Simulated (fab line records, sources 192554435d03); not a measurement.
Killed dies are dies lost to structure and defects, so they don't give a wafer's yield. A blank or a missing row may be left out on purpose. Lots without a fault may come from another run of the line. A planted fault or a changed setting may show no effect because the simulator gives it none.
Chamber matching | flow n5_finfet | N5_BEOL_M13_DESCUM_33 on rie_diel-02: 4 sister chambers
The step chemistry O2, time 7.9 s. 4 wafers are shown with their chamber, then 10 later ones without.

WAFERS WITH THEIR CHAMBER
wafer  | chamber | showerhead_plenum_p_Torr (Torr)
L079.1 | 0       | 2.20
L079.3 | 3       | 2.16
L081.1 | 1       | 1.99
L081.3 | 2       | 2.07

WAFERS WITHOUT THEIR CHAMBER
wafer  | showerhead_plenum_p_Torr (Torr)
L081.5 | 2.07
L082.2 | 2.20
L082.3 | 2.07
L082.5 | 1.99
L091.1 | 2.06
L091.3 | 2.15
L091.6 | 1.98
L097.1 | 2.19
L097.2 | 1.98
L097.6 | 2.06

WHICH CHAMBER EACH WENT THROUGH
wafer  | from the rows above | in truth
L081.5 | 2                   | 2
L082.2 | 0                   | 0
L082.3 | 2                   | 2
L082.5 | 1                   | 1
L091.1 | 2                   | 2
L091.3 | 3                   | 3
L091.6 | 1                   | 1
L097.1 | 0                   | 0
L097.2 | 1                   | 1
L097.6 | 2                   | 2
Placed correctly: 10 of 10. Can't be placed from these rows: 0. Placed wrongly: 0.
How it was worked out, from the rows above alone: a wafer's distance from a chamber is the root of the sum, over the readings, of the square of ((its reading less the chamber's mean) divided by the reading's scatter). The wafer belongs to the nearest chamber; if the next one is less than 2 further off, it can't be placed. A chamber's mean is the mean of its shown wafers. The scatter: with one shown wafer a chamber, the root of the mean of the squares of how far each hidden wafer lies from its nearest shown one.
